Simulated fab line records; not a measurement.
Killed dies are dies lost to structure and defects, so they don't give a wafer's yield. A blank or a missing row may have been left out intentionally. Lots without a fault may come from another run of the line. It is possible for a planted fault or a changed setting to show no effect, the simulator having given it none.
Matching of chambers || flow n5_finfet || N5_BEOL_M12_ETCH_59 on rie_diel-05 has 4 sister chambers
The step etches BARC in N2/H2, target depth 89 nm, overetch 26.7 nm, time 67.9 s. 24 wafers are shown with their chamber, then 12 later ones without.

EACH WAFER AND ITS CHAMBER
{"wafer": "L075.1", "chamber": 3, "drypump_motor_current_A (A)": 5.4, "throttle_valve_pct (%)": 18.41, "showerhead_plenum_p_Torr (Torr)": 2.50}
{"wafer": "L075.5", "chamber": 0, "drypump_motor_current_A (A)": 6.4, "throttle_valve_pct (%)": 17.42, "showerhead_plenum_p_Torr (Torr)": 2.49}
{"wafer": "L075.6", "chamber": 3, "drypump_motor_current_A (A)": 5.4, "throttle_valve_pct (%)": 18.41, "showerhead_plenum_p_Torr (Torr)": 2.50}
{"wafer": "L074.1", "chamber": 2, "drypump_motor_current_A (A)": 6.3, "throttle_valve_pct (%)": 18.12, "showerhead_plenum_p_Torr (Torr)": 2.52}
{"wafer": "L074.2", "chamber": 3, "drypump_motor_current_A (A)": 5.4, "throttle_valve_pct (%)": 18.42, "showerhead_plenum_p_Torr (Torr)": 2.50}
{"wafer": "L074.5", "chamber": 3, "drypump_motor_current_A (A)": 5.4, "throttle_valve_pct (%)": 18.43, "showerhead_plenum_p_Torr (Torr)": 2.50}
{"wafer": "L076.2", "chamber": 1, "drypump_motor_current_A (A)": 6.5, "throttle_valve_pct (%)": 18.26, "showerhead_plenum_p_Torr (Torr)": 2.41}
{"wafer": "L076.3", "chamber": 2, "drypump_motor_current_A (A)": 6.3, "throttle_valve_pct (%)": 18.09, "showerhead_plenum_p_Torr (Torr)": 2.52}
{"wafer": "L076.5", "chamber": 0, "drypump_motor_current_A (A)": 6.5, "throttle_valve_pct (%)": 17.45, "showerhead_plenum_p_Torr (Torr)": 2.48}
{"wafer": "L077.1", "chamber": 3, "drypump_motor_current_A (A)": 5.4, "throttle_valve_pct (%)": 18.45, "showerhead_plenum_p_Torr (Torr)": 2.49}
{"wafer": "L077.4", "chamber": 0, "drypump_motor_current_A (A)": 6.4, "throttle_valve_pct (%)": 17.45, "showerhead_plenum_p_Torr (Torr)": 2.48}
{"wafer": "L077.5", "chamber": 3, "drypump_motor_current_A (A)": 5.4, "throttle_valve_pct (%)": 18.44, "showerhead_plenum_p_Torr (Torr)": 2.49}
{"wafer": "L078.1", "chamber": 0, "drypump_motor_current_A (A)": 6.5, "throttle_valve_pct (%)": 17.46, "showerhead_plenum_p_Torr (Torr)": 2.48}
{"wafer": "L078.5", "chamber": 3, "drypump_motor_current_A (A)": 5.4, "throttle_valve_pct (%)": 18.44, "showerhead_plenum_p_Torr (Torr)": 2.49}
{"wafer": "L078.6", "chamber": 0, "drypump_motor_current_A (A)": 6.5, "throttle_valve_pct (%)": 17.46, "showerhead_plenum_p_Torr (Torr)": 2.48}
{"wafer": "L089.1", "chamber": 1, "drypump_motor_current_A (A)": 6.5, "throttle_valve_pct (%)": 17.86, "showerhead_plenum_p_Torr (Torr)": 2.72}
{"wafer": "L089.3", "chamber": 0, "drypump_motor_current_A (A)": 6.5, "throttle_valve_pct (%)": 17.49, "showerhead_plenum_p_Torr (Torr)": 2.47}
{"wafer": "L089.4", "chamber": 0, "drypump_motor_current_A (A)": 6.4, "throttle_valve_pct (%)": 17.49, "showerhead_plenum_p_Torr (Torr)": 2.47}
{"wafer": "L085.2", "chamber": 2, "drypump_motor_current_A (A)": 6.2, "throttle_valve_pct (%)": 18.18, "showerhead_plenum_p_Torr (Torr)": 2.50}
{"wafer": "L085.3", "chamber": 1, "drypump_motor_current_A (A)": 6.5, "throttle_valve_pct (%)": 17.86, "showerhead_plenum_p_Torr (Torr)": 2.72}
{"wafer": "L085.5", "chamber": 0, "drypump_motor_current_A (A)": 6.5, "throttle_valve_pct (%)": 17.50, "showerhead_plenum_p_Torr (Torr)": 2.47}
{"wafer": "L093.1", "chamber": 0, "drypump_motor_current_A (A)": 6.5, "throttle_valve_pct (%)": 17.50, "showerhead_plenum_p_Torr (Torr)": 2.47}
{"wafer": "L093.4", "chamber": 3, "drypump_motor_current_A (A)": 5.4, "throttle_valve_pct (%)": 18.02, "showerhead_plenum_p_Torr (Torr)": 2.49}
{"wafer": "L093.5", "chamber": 0, "drypump_motor_current_A (A)": 6.5, "throttle_valve_pct (%)": 17.50, "showerhead_plenum_p_Torr (Torr)": 2.47}

SIGNATURES, as means of the wafers listed above
{"reading": "drypump_motor_current_A", "chamber 0": 6.470, "chamber 1": 6.500, "chamber 2": 6.267, "chamber 3": 5.400, "scatter within a chamber": 0.0372}
{"reading": "throttle_valve_pct", "chamber 0": 17.4720, "chamber 1": 17.9933, "chamber 2": 18.1300, "chamber 3": 18.3775, "scatter within a chamber": 0.115}
{"reading": "showerhead_plenum_p_Torr", "chamber 0": 2.4760, "chamber 1": 2.6167, "chamber 2": 2.5133, "chamber 3": 2.4950, "scatter within a chamber": 0.057}
Rule: distance of a wafer from a chamber = root of the sum over the readings of ((wafer's reading minus chamber's mean) / reading's scatter) squared. If the next closest chamber is less than 2 further off than the closest, the wafer can't be placed; otherwise it belongs to the closest. The scatter: the root of (the sum of the squares of (reading less its chamber's mean) over the shown wafers, divided by (wafers less chambers)).

WAFERS WHOSE CHAMBER IS MISSING
{"wafer": "L096.2", "drypump_motor_current_A (A)": 6.5, "throttle_valve_pct (%)": 17.87, "showerhead_plenum_p_Torr (Torr)": 2.71}
{"wafer": "L096.4", "drypump_motor_current_A (A)": 5.4, "throttle_valve_pct (%)": 18.02, "showerhead_plenum_p_Torr (Torr)": 2.48}
{"wafer": "L096.6", "drypump_motor_current_A (A)": 6.5, "throttle_valve_pct (%)": 17.88, "showerhead_plenum_p_Torr (Torr)": 2.71}
{"wafer": "L095.3", "drypump_motor_current_A (A)": 6.5, "throttle_valve_pct (%)": 17.90, "showerhead_plenum_p_Torr (Torr)": 2.71}
{"wafer": "L095.4", "drypump_motor_current_A (A)": 6.3, "throttle_valve_pct (%)": 17.74, "showerhead_plenum_p_Torr (Torr)": 2.50}
{"wafer": "L095.6", "drypump_motor_current_A (A)": 6.5, "throttle_valve_pct (%)": 17.52, "showerhead_plenum_p_Torr (Torr)": 2.46}
{"wafer": "L090.2", "drypump_motor_current_A (A)": 5.4, "throttle_valve_pct (%)": 18.05, "showerhead_plenum_p_Torr (Torr)": 2.48}
{"wafer": "L090.4", "drypump_motor_current_A (A)": 6.3, "throttle_valve_pct (%)": 17.76, "showerhead_plenum_p_Torr (Torr)": 2.50}
{"wafer": "L090.6", "drypump_motor_current_A (A)": 6.5, "throttle_valve_pct (%)": 17.54, "showerhead_plenum_p_Torr (Torr)": 2.46}
{"wafer": "L097.1", "drypump_motor_current_A (A)": 5.4, "throttle_valve_pct (%)": 18.07, "showerhead_plenum_p_Torr (Torr)": 2.48}
{"wafer": "L097.2", "drypump_motor_current_A (A)": 6.3, "throttle_valve_pct (%)": 17.76, "showerhead_plenum_p_Torr (Torr)": 2.50}
{"wafer": "L097.6", "drypump_motor_current_A (A)": 6.5, "throttle_valve_pct (%)": 17.92, "showerhead_plenum_p_Torr (Torr)": 2.70}

EACH ONE'S CHAMBER
{"wafer": "L096.2", "from the rows above": 1, "in truth": 1}
{"wafer": "L096.4", "from the rows above": 3, "in truth": 3}
{"wafer": "L096.6", "from the rows above": 1, "in truth": 1}
{"wafer": "L095.3", "from the rows above": 1, "in truth": 1}
{"wafer": "L095.4", "from the rows above": "can't be placed: 2 or 0", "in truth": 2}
{"wafer": "L095.6", "from the rows above": 0, "in truth": 0}
{"wafer": "L090.2", "from the rows above": 3, "in truth": 3}
{"wafer": "L090.4", "from the rows above": "can't be placed: 2 or 0", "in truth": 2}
{"wafer": "L090.6", "from the rows above": 0, "in truth": 0}
{"wafer": "L097.1", "from the rows above": 3, "in truth": 3}
{"wafer": "L097.2", "from the rows above": "can't be placed: 2 or 0", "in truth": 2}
{"wafer": "L097.6", "from the rows above": 1, "in truth": 1}
Correct placement for 9 of the 12. From these rows, 3 cannot be placed; in 3 the true chamber is one of the candidates. 0 placed wrongly.
